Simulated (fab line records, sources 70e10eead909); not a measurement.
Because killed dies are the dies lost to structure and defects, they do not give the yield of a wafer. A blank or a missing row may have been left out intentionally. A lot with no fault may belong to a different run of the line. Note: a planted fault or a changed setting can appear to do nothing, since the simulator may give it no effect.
Which tool did it?	flow nandHarc	Sampling: 11 lots, 33 wafers, 6 of 1302 route steps

## WHAT EACH GAUGE READ, for each wafer
NHARC_P_GATE_CD_MEAS_11 targets a cd of 1640 nm.
lot	measured	on	cdNm (nm)
L458	day 4 16:36	cdSem-01	1640.9 1638.7 1636.4
L459	day 4 16:26	cdSem-03	1639.2 1639.7 1638.3
L461	day 5 14:43	cdSem-01	1640.6 1638.7 1642.8
L462	day 5 21:52	cdSem-03	1638.1 1640.2 1640.9
L465	day 7 07:19	cdSem-01	1638.2 1639.5 1638.9
L466	day 7 18:18	cdSem-02	1641.4 1640.5 1643.8
L467	day 8 08:25	cdSem-03	- - -
L468	day 8 08:16	cdSem-03	1640.0 1640.6 1641.6
L478	day 12 18:13	cdSem-01	1636.6 1639.7 1639.4
L479	day 13 06:41	cdSem-01	1637.2 1640.4 1641.3
L480	day 13 06:32	cdSem-03	1638.4 1639.5 1640.5

NHARC_END_SORT_01.
lot	measured	on	killedAtArray	killedAtOther	killedAtPeriphery	killedDies	killedOpen	killedShort
L467	day 28 03:53	prober-01	54 52 60	3 3 4	620 622 613	677 677 677	5 2 4	3 1 0

## EACH LOT AND THE TOOL THAT RAN IT (in order: tool; ch and the chambers of the sampled wafers; start)
lot	NHARC_P_STI_DESCUM_14	NHARC_P_STI_ETCH_15	NHARC_P_GATE_EXPOSE_08	NHARC_P_GATE_ETCH_104
L458	rieDiel-13 ch 1,3, day 3 07:04	rieSi-06 ch 0,1,2, day 3 07:25	krfScanner-03 ch 0, day 4 16:27	rieDiel-12 ch 0,1,2, day 5 07:45
L459	rieDiel-10 ch 1,2, day 3 07:14	rieSi-01 ch 0,1,2, day 3 07:32	krfScanner-02 ch 0, day 4 16:17	rieDiel-09 ch 0,3, day 5 08:26
L461	rieDiel-10 ch 0,1,2, day 4 02:51	rieSi-03 ch 0,1,2, day 4 03:07	krfScanner-04 ch 0, day 5 14:34	rieDiel-12 ch 1,2,3, day 6 10:50
L462	rieDiel-13 ch 1,2, day 4 11:41	rieSi-01 ch 0,1,2, day 4 12:01	krfScanner-04 ch 0, day 5 21:43	rieDiel-12 ch 2,3, day 6 11:55
L465	rieDiel-07 ch 2,3, day 5 18:41	rieSi-06 ch 0,1,3, day 5 18:59	krfScanner-03 ch 0, day 7 07:10	rieDiel-12 ch 0,1, day 7 22:07
L466	rieDiel-13 ch 0,1,2, day 6 03:30	rieSi-03 ch 0,3, day 6 03:46	krfScanner-02 ch 0, day 7 18:09	rieDiel-03 ch 0,2,3, day 8 08:32
L467	rieDiel-10 ch 0,2,3, day 6 15:02	rieSi-01 ch 1,2,3, day 6 15:19	krfScanner-02 ch 0, day 8 08:16	rieDiel-09 ch 0,1,3, day 9 02:35
L468	rieDiel-10 ch 0,1,2, day 7 00:07	rieSi-06 ch 0,1,2, day 7 00:23	krfScanner-04 ch 0, day 8 08:06	rieDiel-12 ch 1,2,3, day 9 01:47
L478	rieDiel-13 ch 0,2,3, day 11 04:16	rieSi-06 ch 1,2,3, day 11 04:32	krfScanner-04 ch 0, day 12 18:04	rieDiel-09 ch 0,1,3, day 13 08:26
L479	rieDiel-07 ch 0,1, day 11 14:23	rieSi-03 ch 2,3, day 11 14:40	krfScanner-03 ch 0, day 13 06:32	rieDiel-12 ch 0,2,3, day 13 21:04
L480	rieDiel-07 ch 0,2,3, day 11 22:32	rieSi-03 ch 1,2, day 11 22:48	krfScanner-04 ch 0, day 13 06:23	rieDiel-03 ch 2,3, day 13 20:55
- NHARC_P_STI_DESCUM_14: chemistry O2, time 3 s.
- NHARC_P_STI_ETCH_15: etches the open film in HBr/Cl2, target depth 300 nm, time 100.1 s.
- NHARC_P_GATE_EXPOSE_08: exposes mask P HV.
- NHARC_P_GATE_ETCH_104: etches the open film in CF4/CHF3, target depth 60 nm.

## WHAT THE TOOLS THEMSELVES READ (means of the sampled wafers that have a number; where no wafer has one, the mark that the record gives instead)
NHARC_P_STI_DESCUM_14.
lot	tool	drypumpMotorCurrentA (A)	oesProductAu (a.u.)	rfVppV (V)	showerheadPlenumPTorr (Torr)	throttleValvePct (%)
L458	rieDiel-13	6.0	0.992	58.2	1.97	11.316
L459	rieDiel-10	6.2	1.010	57.6	1.85	11.310
L461	rieDiel-10	6.0	1.009	57.9	1.84	11.307
L462	rieDiel-13	5.7	0.996	58.2	2.05	11.320
L465	rieDiel-07	6.1	0.987	57.5	1.88	11.313
L466	rieDiel-13	5.6	1.003	58.5	1.96	11.310
L467	rieDiel-10	5.7	1.018	57.9	1.82	11.313
L468	rieDiel-10	6.0	1.006	57.3	1.84	11.317
L478	rieDiel-13	5.5	1.004	58.1	1.91	11.316
L479	rieDiel-07	5.6	1.005	57.5	1.93	11.305
L480	rieDiel-07	5.8	0.994	57.2	1.91	11.321

NHARC_P_STI_ETCH_15.
lot	tool	drypumpMotorCurrentA (A)	oesProductAu (a.u.)	throttleValvePct (%)
L458	rieSi-06	5.9	0.991	26.420
L459	rieSi-01	6.1	1.006	26.413
L461	rieSi-03	5.5	0.996	26.408
L462	rieSi-01	6.1	1.008	26.406
L465	rieSi-06	5.9	1.004	26.404
L466	rieSi-03	5.6	0.994	26.404
L467	rieSi-01	5.6	1.005	26.407
L468	rieSi-06	5.9	1.001	26.402
L478	rieSi-06	5.7	1.001	26.401
L479	rieSi-03	5.4	0.998	26.413
L480	rieSi-03	5.4	1.012	26.404

NHARC_P_GATE_EXPOSE_08.
lot	tool	exposureDoseMJCm2	reticleTempC (C)
L458	krfScanner-03	16.749	22.93
L459	krfScanner-02	16.737	22.94
L461	krfScanner-04	16.754	23.05
L462	krfScanner-04	16.765	23.01
L465	krfScanner-03	16.736	23.01
L466	krfScanner-02	16.746	22.96
L467	krfScanner-02	16.752	22.91
L468	krfScanner-04	16.734	23.05
L478	krfScanner-04	16.744	22.96
L479	krfScanner-03	16.756	23.01
L480	krfScanner-04	16.764	22.91

NHARC_P_GATE_ETCH_104.
lot	tool	drypumpMotorCurrentA (A)	oesProductAu (a.u.)	rfVppV (V)	showerheadPlenumPTorr (Torr)	throttleValvePct (%)
L458	rieDiel-12	5.5	0.979	371.7	1.57	16.796
L459	rieDiel-09	5.8	0.966	369.2	1.53	16.802
L461	rieDiel-12	5.9	0.928	369.8	1.55	16.804
L462	rieDiel-12	5.7	0.934	369.4	1.54	16.804
L465	rieDiel-12	5.7	0.920	371.0	1.60	16.800
L466	rieDiel-03	6.0	0.953	369.4	1.54	16.804
L467	rieDiel-09	6.0	0.960	370.5	1.56	16.800
L468	rieDiel-12	6.0	0.932	369.7	1.55	16.800
L478	rieDiel-09	6.0	0.967	369.4	1.56	16.801
L479	rieDiel-12	5.8	0.923	369.7	1.57	16.802
L480	rieDiel-03	5.7	0.985	367.6	1.51	16.806

## THE ANSWER, worked out from the rows above alone
Rule: the usual values come from the lots themselves. The widest of any qualifying gaps counts: lots, ordered by their means at a reading, are off when they make up no more than a third of the lots, leave a main group of 4 or more, and stand apart from it by 3 or more times the standard deviation of that group's means. A main group whose means are all the same, to the digits that the tables above print for the reading, isn't used. Also off: a lot with no number at a reading for which 4 or more lots have one. Where the step has rows for the other lots, those lots are counted as sound. The gauges are gone through in route order, then the tools' own readings, and for those a lot's mean is taken as printed above. At the first step where some lot is off, the reading lying furthest off is the one used; lots without a number count as furthest.
Off: L467, at NHARC_P_GATE_CD_MEAS_11 (cdNm). Without a number there: L467. The main group: mean 1639.7 nm, standard deviation 1.
If a tool, at a process step before that reading, ran all the lots that are off and no sound lot after the first of them, it fits. Those tools and the gauges at NHARC_P_GATE_CD_MEAS_11 are tried in the same way. Undecided on this evidence; 2 tools fit (rieSi-01 at NHARC_P_STI_ETCH_15, krfScanner-02 at NHARC_P_GATE_EXPOSE_08).

## WHAT HAD BEEN PUT IN BY THE SIMULATOR
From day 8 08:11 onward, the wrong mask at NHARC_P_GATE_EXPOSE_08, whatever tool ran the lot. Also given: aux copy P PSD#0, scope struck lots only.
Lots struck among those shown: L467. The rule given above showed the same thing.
